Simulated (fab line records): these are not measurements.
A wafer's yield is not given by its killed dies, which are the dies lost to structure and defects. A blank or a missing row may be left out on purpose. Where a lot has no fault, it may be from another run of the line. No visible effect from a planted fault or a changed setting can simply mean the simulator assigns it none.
fab line records    flow n5-finfet
[record] lots = 7  wafers = 39
route steps=1938 shown DUMMY_GATE@237 HKMG_FIN@386 MOL_CONTACT_COAG@610
start-h: hours from the record's opening day to when the first of the lot's shown wafers began    wait-h: hours elapsed since this lot's preceding step    " as in the row above    L1.1+2: several wafers, shown together as one row    - either no value or no given start    * or withheld: withheld    < > ~ a bound
route shown NAME@n: names a module that has steps shown in the file, with the first one's number in the route    usual: mean/standard deviation taken from wafers without a fault    same: alike in all rows    chamber/n: place in a boat    sites: the reading at each site    _std_site: standard deviation across them    _edge_site: outer sites' mean less inner sites'    radius-mm: for every site, how far away it sits from the centre of the wafer    mask NAME#n: copy n    behind: the tool/chamber that last shaped the wafer    hold: cause of the lot's hold/its duration in hours/its outcome    device: whichever transistor did not switch (one of n, p or np)    end of line: the route-end tests of the same wafers    step lacking rows: just its recipe    killed: dies lost to structure and defects at the first sort, not the wafer's yield    map: a wafer's dies, marking killed ones x, the rest . and places with no die _
set.NAME: setting as actually run; set.NAME@STEP: the setting as run at that earlier step    model.NAME: the simulator's own value behind a step, which no gauge read
lots with deliberately changed settings; one table per step, one row per wafer
[[steps]]
[step N5_DUMMY_GATE_ETCH_37]
[recipe] chemistry = N2/H2  target = SOC  target-depth-a = 600  overetch-a = 300  temp-c = 40  ion-energy-ev = 200  pressure-mtorr = 30  source-w = 840  bias-w = 150  n2-flow-sccm = 200  h2-flow-sccm = 200
[usual] rf-vpp-V = 525.1/2.5
lot.wafer  tool         chamber  start-h  wait-h  set.source-w  rf-vpp-V
L074.1     rie-diel-05  2        47.00    0.0     840           526.9
L074.2     "            1        "        "       840           526.8
L074.3     "            0        "        "       921.6         511.4
L074.4     "            3        "        "       921.6         505.9
L074.5     "            1        "        "       840           526.5
L074.6     "            0        "        "       921.6         509.9
L075.1     rie-diel-03  0        52.45    0.0     840           528.8
L075.2     "            1        "        "       922.1         511.7
L075.3     "            3        "        "       922.1         510.9
L075.4     "            2        "        "       922.1         509.6
L075.5     "            2        "        "       840           524.8
L075.6     "            1        "        "       840           526.5
L076.1     rie-diel-06  0        57.63    0.0     840           527.4
L076.2     "            1        "        "       840           527.8
L076.3     "            2        "        "       840           521.9
L076.4     "            3        "        "       796.2         529.4
L076.5     "            3        "        "       796.2         529.7
L076.6     "            0        "        "       796.2         535.6
L080.1     rie-diel-05  1        81.09    0.0     840           525.4
L080.2     "            0        "        "       840           527.4
L080.3     "            2        "        "       747.1         547.5
L080.4     "            3        "        "       747.1         543.6
L080.5     "            2        "        "       747.1         547.9
L080.6     "            1        "        "       840           526.3
L087.1     rie-diel-03  3        126.54   0.0     840           526.7
L087.2     "            0        "        "       693.9         560.3
L087.3     "            1        "        "       693.9         561.1
L087.4     "            2        "        "       840           524.6
L087.5     "            0        "        "       693.9         561.2
L087.6     "            3        "        "       840           526.5
L093.1     rie-diel-03  2        163.43   0.0     840           523.6
L093.2     "            0        "        "       840           526.4
L093.3     "            3        "        "       840           526.5
L093.4     "            3        "        "       840           526.1
L093.5     "            2        "        "       840           525.8
L093.6     "            0        "        "       840           526.0
L095.3     rie-diel-05  2        173.65   0.0     840           525.4
L095.4     "            0        "        "       840           527.4
L095.5     "            2        "        "       840           526.4
[step N5_HKMG_FIN_HK_ALD_01]
[recipe] material = HfO2  target-thk-a = 16  temp-c = withheld  ald-precursor-family = HfCl4  ald-co-reactant = H2O  pulse-time-s = 3  purge-time-s = 3  co-reactant-purge-time-s = 2.5  co-reactant-pulse-time-s = 0.3  ald-cycles = 30
lot.wafer         tool       chamber      start-h  wait-h  set.ald-cycles
L074.1+4+5        ald-hk-01  3,1,3        70.43    0.1     35
L074.2+3+6        "          0,2,2        "        "       30
L075.1+3+5        ald-hk-03  3,0,2        77.36    0.0     30
L075.2+4+6        "          1,2,3        "        "       32
L076.1+2+3+4+5+6  ald-hk-03  1,3,2,0,0,1  80.54    0.0     30
L080.1+4+5        ald-hk-01  1,2,0        103.99   0.1     26
L080.2+3+6        "          0,3,1        "        "       30
L087.1+3+6        ald-hk-02  2,0,3        151.68   0.0     32
L087.2+4+5        "          3,1,2        "        "       30
L093.1+3+4        ald-hk-01  2,0,3        187.70   0.0     28
L093.2+5+6        "          1,1,0        "        "       30
L095.3+4+5        ald-hk-01  1,3,1        197.72   0.0     30
[step N5_HKMG_FIN_HK_ANNEAL_02]
[recipe] temp-c = 700  time-s = 30  ambient = N2  idle-temp-c = 600  ramp-up-c-per-s = 150  ramp-down-c-per-s = 60  cool-to-c = 600
[step N5_HKMG_FIN_ALD_74]
[recipe] material = La2O3  target-thk-a = 5  temp-c = 250  ald-precursor-family = La-Cp  ald-co-reactant = O3  pulse-time-s = 6  co-reactant-pulse-time-s = 1  purge-time-s = 3  co-reactant-purge-time-s = 3
[step N5_HKMG_FIN_WET_ETCH_82]
[recipe] chemistry = dHCl  mix = 1:10000  temp-c = 25  target = La2O3  stop-on = HfO2  target-depth-nm = 2  dry = ipa-marangoni  rinse-time-s = 30  rinse-temp-c = 23
[step N5_HKMG_FIN_ALD_36]
[recipe] material = TiN  target-thk-a = 10  temp-c = 400  ald-precursor-family = TiCl4  ald-co-reactant = NH3  pulse-time-s = 1  purge-time-s = 3  co-reactant-purge-time-s = 2  co-reactant-pulse-time-s = 2  ald-cycles = 47  pressure-torr = 3
[step N5_HKMG_FIN_THK_MEAS_70]
[recipe] thk-meas-gauge = xrf  reads = HfO2_of_HKMG_FIN_HK_ALD_01
[usual] HK_THK = 1.600/0.021
lot.wafer  tool           chamber  start-h  wait-h  set.ald-cycles@HKMG_FIN_HK_ALD_01  HK_THK[nm]
L074.1     film-metro-02  -        74.29    0.2     35                                 1.916
L074.2     "              -        "        "       30                                 1.551
L074.3     "              -        "        "       30                                 1.602
L074.4     "              -        "        "       35                                 1.862
L074.5     "              -        "        "       35                                 1.917
L074.6     "              -        "        "       30                                 1.559
L075.1     film-metro-01  -        80.69    0.2     30                                 1.619
L075.2     "              -        "        "       32                                 1.698
L075.3     "              -        "        "       30                                 1.600
L075.4     "              -        "        "       32                                 1.712
L075.5     "              -        "        "       30                                 1.613
L075.6     "              -        "        "       32                                 1.719
L076.1     film-metro-01  -        84.05    0.2     30                                 1.606
L076.2     "              -        "        "       30                                 1.640
L076.3     "              -        "        "       30                                 1.623
L076.4     "              -        "        "       30                                 1.603
L076.5     "              -        "        "       30                                 1.613
L076.6     "              -        "        "       30                                 1.594
L080.1     film-metro-02  -        107.88   0.2     26                                 1.382
L080.2     "              -        "        "       30                                 1.614
L080.3     "              -        "        "       30                                 1.591
L080.4     "              -        "        "       26                                 1.379
L080.5     "              -        "        "       26                                 1.399
L080.6     "              -        "        "       30                                 1.584
L087.1     film-metro-02  -        155.22   0.2     32                                 1.706
L087.2     "              -        "        "       30                                 1.612
L087.3     "              -        "        "       32                                 1.715
L087.4     "              -        "        "       30                                 1.619
L087.5     "              -        "        "       30                                 1.611
L087.6     "              -        "        "       32                                 1.773
L093.1     film-metro-01  -        191.14   0.2     28                                 1.480
L093.2     "              -        "        "       30                                 1.623
L093.3     "              -        "        "       28                                 1.506
L093.4     "              -        "        "       28                                 1.502
L093.5     "              -        "        "       30                                 1.619
L093.6     "              -        "        "       30                                 1.606
L095.3     film-metro-02  -        201.37   0.2     30                                 1.615
L095.4     "              -        "        "       30                                 1.567
L095.5     "              -        "        "       30                                 1.610
[step N5_MOL_CONTACT_COAG_ETCH_67]
[recipe] chemistry = N2/H2  target = SOC  target-depth-a = 600  overetch-a = 210  mask-material = SiARC  temp-c = 40  time-s = 101.2  ion-energy-ev = 200  pressure-mtorr = 30  source-w = 840  bias-w = 150  n2-flow-sccm = 200  h2-flow-sccm = 200
[usual] rf-vpp-V = 524.5/2.1
lot.wafer  tool         chamber  start-h  wait-h  set.source-w  rf-vpp-V
L074.1     rie-diel-01  3        100.95   0.0     840           525.8
L074.2     "            1        "        "       840           527.1
L074.3     "            0        "        "       930.1         511.1
L074.4     "            0        "        "       930.1         509.2
L074.5     "            3        "        "       930.1         508.4
L074.6     "            1        "        "       840           526.0
L075.1     rie-diel-02  1        106.58   0.0     840           522.3
L075.2     "            0        "        "       840           523.1
L075.3     "            3        "        "       681.5         560.7
L075.4     "            1        "        "       681.5         559.5
L075.5     "            3        "        "       840           523.4
L075.6     "            0        "        "       681.5         561.2
L076.1     rie-diel-04  3        109.79   0.0     991.2         499.4
L076.2     "            2        "        "       991.2         497.1
L076.3     "            0        "        "       840           521.6
L076.4     "            2        "        "       991.2         497.4
L076.5     "            0        "        "       840           522.5
L076.6     "            3        "        "       840           525.8
L080.1     rie-diel-02  2        132.25   0.0     840           522.7
L080.2     "            1        "        "       885.4         511.9
L080.3     "            3        "        "       885.4         514.6
L080.4     "            0        "        "       840           521.1
L080.5     "            1        "        "       885.4         513.3
L080.6     "            0        "        "       840           523.2
L087.1     rie-diel-02  0        180.76   0.0     840           521.6
L087.2     "            3        "        "       840           524.0
L087.3     "            1        "        "       840           523.3
L087.4     "            2        "        "       840           522.5
L087.5     "            1        "        "       840           523.5
L087.6     "            0        "        "       840           521.8
L093.1     rie-diel-04  2        218.08   0.0     840           525.2
L093.2     "            3        "        "       986.6         498.5
L093.3     "            1        "        "       840           528.2
L093.4     "            0        "        "       986.6         495.8
L093.5     "            0        "        "       840           523.5
L093.6     "            3        "        "       986.6         497.3
L095.3     rie-diel-04  3        227.94   0.0     840           524.8
L095.4     "            1        "        "       840           529.1
L095.5     "            1        "        "       840           528.0
[step N5_MOL_CONTACT_COAG_VIA_ETCH_117]
[recipe] chemistry = C4F6/O2  target-depth-a = 400  overetch-a = 80  mask-material = SOC  target = SiO2  bias-w = 455  pressure-mtorr = 10  time-s = 26  source-w = 325  Ar_flow_sccm = 300  C4F6_flow_sccm = 10  O2_flow_sccm = 10  ion-energy-ev = 575.3  ends = end-point
[usual] rf-vpp-V = 1605/47
lot.wafer  tool         chamber  start-h  wait-h  set.bias-w  rf-vpp-V
L074.1     rie-diel-01  3        101.07   0.0     392.2       1364
L074.2     "            1        "        "       455         1690
L074.3     "            0        "        "       455         1670
L074.4     "            0        "        "       392.2       1493
L074.5     "            3        "        "       455         1526
L074.6     "            1        "        "       392.2       1511
L075.1     rie-diel-02  1        106.70   0.0     390.2       1417
L075.2     "            0        "        "       455         1588
L075.3     "            3        "        "       390.2       1429
L075.4     "            1        "        "       390.2       1417
L075.5     "            3        "        "       455         1603
L075.6     "            0        "        "       455         1589
L076.1     rie-diel-04  3        109.91   0.0     455         1543
L076.2     "            2        "        "       455         1632
L076.3     "            0        "        "       455         1620
L076.4     "            2        "        "       455         1632
L076.5     "            0        "        "       455         1619
L076.6     "            3        "        "       455         1545
L080.1     rie-diel-02  2        132.37   0.0     369.9       1430
L080.2     "            1        "        "       369.9       1363
L080.3     "            3        "        "       455         1603
L080.4     "            0        "        "       455         1587
L080.5     "            1        "        "       455         1589
L080.6     "            0        "        "       369.9       1359
L087.1     rie-diel-02  0        180.88   0.0     455         1588
L087.2     "            3        "        "       455         1601
L087.3     "            1        "        "       405.1       1458
L087.4     "            2        "        "       405.1       1530
L087.5     "            1        "        "       455         1590
L087.6     "            0        "        "       405.1       1455
L093.1     rie-diel-04  2        218.21   0.0     399         1478
L093.2     "            3        "        "       399         1398
L093.3     "            1        "        "       455         1567
L093.4     "            0        "        "       455         1617
L093.5     "            0        "        "       455         1617
L093.6     "            3        "        "       399         1398
L095.3     rie-diel-04  3        228.06   0.0     455         1543
L095.4     "            1        "        "       455         1568
L095.5     "            1        "        "       455         1569
[[key]]
[split] step = N5_DUMMY_GATE_ETCH_37  setting = source-w  stated = 840  by = wafer
[response] step = N5_DUMMY_GATE_ETCH_37  reading = rf-vpp-V  change = -1.85  per = 1%  r = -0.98
[split] step = N5_HKMG_FIN_HK_ALD_01  setting = ald-cycles  stated = 30  by = wafer
[response] step = N5_HKMG_FIN_THK_MEAS_70  reading = HK_THK  change = +0.0178  per = 1%  r = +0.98
[split] step = N5_MOL_CONTACT_COAG_ETCH_67  setting = source-w  stated = 840  by = wafer
[response] step = N5_MOL_CONTACT_COAG_ETCH_67  reading = rf-vpp-V  change = -1.67  per = 1%  r = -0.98
[split] step = N5_MOL_CONTACT_COAG_VIA_ETCH_117  setting = bias-w  stated = 455  by = wafer
[response] step = N5_MOL_CONTACT_COAG_VIA_ETCH_117  reading = rf-vpp-V  change = +12  per = 1%  r = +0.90
